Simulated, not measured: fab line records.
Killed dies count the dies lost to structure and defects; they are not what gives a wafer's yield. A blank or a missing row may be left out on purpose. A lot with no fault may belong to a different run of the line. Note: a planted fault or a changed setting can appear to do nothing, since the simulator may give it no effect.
Chamber matching    flow n5 finfet    4 sister chambers for N5_BEOL_M3_STRIP_66 on rie diel-02
The step strips in CF4. 16 wafers are shown with their chamber, then 8 later ones without.

== WAFERS, EACH WITH ITS CHAMBER ==
wafer   chamber  showerhead plenum p Torr (Torr)  drypump motor current A (A)  throttle valve pct (%)
L074.1  0        1.89                             6.0                          13.22
L074.2  1        1.87                             6.2                          13.35
L074.6  0        1.89                             6.0                          13.21
L075.1  2        1.72                             6.2                          13.90
L075.2  0        1.89                             6.0                          13.23
L075.3  1        1.87                             6.2                          13.36
L075.4  3        1.91                             5.5                          13.29
L075.5  1        1.87                             6.2                          13.36
L075.6  0        1.89                             6.0                          13.25
L082.2  2        1.71                             6.2                          13.94
L082.4  0        1.89                             6.0                          13.26
L082.5  0        1.89                             6.0                          13.27
L083.1  3        1.91                             5.5                          13.33
L083.4  1        1.87                             6.2                          13.38
L083.5  3        1.91                             5.6                          13.34
L084.1  3        1.90                             5.6                          13.34

SIGNATURES, as means of the wafers listed above
reading                   chamber 0  chamber 1  chamber 2  chamber 3  scatter within a chamber
showerhead plenum p Torr  1.8900     1.8700     1.7150     1.9075     0.00323
drypump motor current A   6.000      6.200      6.200      5.550      0.0289
throttle valve pct        13.2400    13.3625    13.9200    13.3250    0.0219
Rule: for a wafer and a chamber, the distance is found by dividing, reading by reading, the gap between the wafer's reading and the chamber's mean by the reading's scatter, squaring, summing and taking the root. If the next closest chamber is less than 2 further off than the closest, the wafer can't be placed; otherwise it belongs to the closest. The scatter: take each reading less its chamber's mean, square it, sum over the shown wafers, divide by the number of wafers less the number of chambers, and take the root.

== WAFERS MISSING THEIR CHAMBER ==
wafer   showerhead plenum p Torr (Torr)  drypump motor current A (A)  throttle valve pct (%)
L084.4  1.71                             6.2                          13.94
L084.5  1.87                             6.2                          13.39
L086.1  1.87                             6.3                          13.43
L086.2  1.90                             5.6                          13.38
L086.3  1.71                             6.2                          13.97
L088.2  1.90                             5.6                          13.37
L088.3  1.71                             6.2                          13.97
L088.5  1.71                             6.2                          13.98

== CHAMBER TAKEN BY EACH ==
wafer   from the rows above  in truth
L084.4  2                    2
L084.5  1                    1
L086.1  1                    1
L086.2  3                    3
L086.3  2                    2
L088.2  3                    3
L088.3  2                    2
L088.5  2                    2
Correctly placed: 8 of 8. Can't be placed from these rows: 0. Number placed wrongly: 0.
